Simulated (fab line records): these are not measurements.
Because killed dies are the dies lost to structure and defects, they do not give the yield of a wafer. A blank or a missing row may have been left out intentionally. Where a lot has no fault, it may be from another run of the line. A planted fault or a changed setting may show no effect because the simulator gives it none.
Chamber matching -- flow nandHarc -- pecvd-02 running NHARC_P_M0_DEP_32: 3 sister chambers
The step deposits SiCN, target thk 30 nm. 14 wafers are shown with their chamber, then 7 later ones without.

== WAFERS WITH THEIR CHAMBER ==
wafer,chamber,heaterPowerW (W),heaterPowerOuterW (W)
L080.1,1,597,317
L080.3,0,577,335
L080.5,0,578,343
L083.2,0,597,346
L083.4,1,696,384
L083.5,0,601,349
L088.1,2,558,300
L088.2,0,642,381
L088.5,0,635,386
L089.1,2,565,327
L089.3,1,586,308
L089.6,0,632,388
L095.3,2,603,340
L095.5,1,652,339

SIGNATURES, as means of the wafers listed above
reading,chamber 0,chamber 1,chamber 2,scatter within a chamber
heaterPowerW,608.86,632.75,575.33,35
heaterPowerOuterW,361.14,337.00,322.33,26
Rule: distance of a wafer from a chamber = root of the sum over the readings of ((wafer's reading minus chamber's mean) / reading's scatter) squared. The wafer belongs to the nearest chamber; if the next one is less than 2 further off, it can't be placed. The scatter is the square root of a quotient: the sum, over the shown wafers, of each reading's squared deviation from its chamber's mean, divided by wafers minus chambers.

== WAFERS MISSING THEIR CHAMBER ==
wafer,heaterPowerW (W),heaterPowerOuterW (W)
L095.6,595,331
L094.1,548,307
L094.3,619,326
L094.4,550,308
L097.1,629,387
L097.2,586,331
L097.5,589,338

== WHICH CHAMBER EACH WENT THROUGH ==
wafer,from the rows above,in truth
L095.6,can't be placed: 2 or 1 or 0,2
L094.1,can't be placed: 2 or 1 or 0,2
L094.3,can't be placed: 1 or 2 or 0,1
L094.4,can't be placed: 2 or 1 or 0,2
L097.1,can't be placed: 0 or 1 or 2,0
L097.2,can't be placed: 2 or 0 or 1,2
L097.5,can't be placed: 2 or 0 or 1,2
Placed correctly: 0 of 7. These rows do not allow placing 7 (true chamber among the candidates in 7). Wrongly placed: 0.
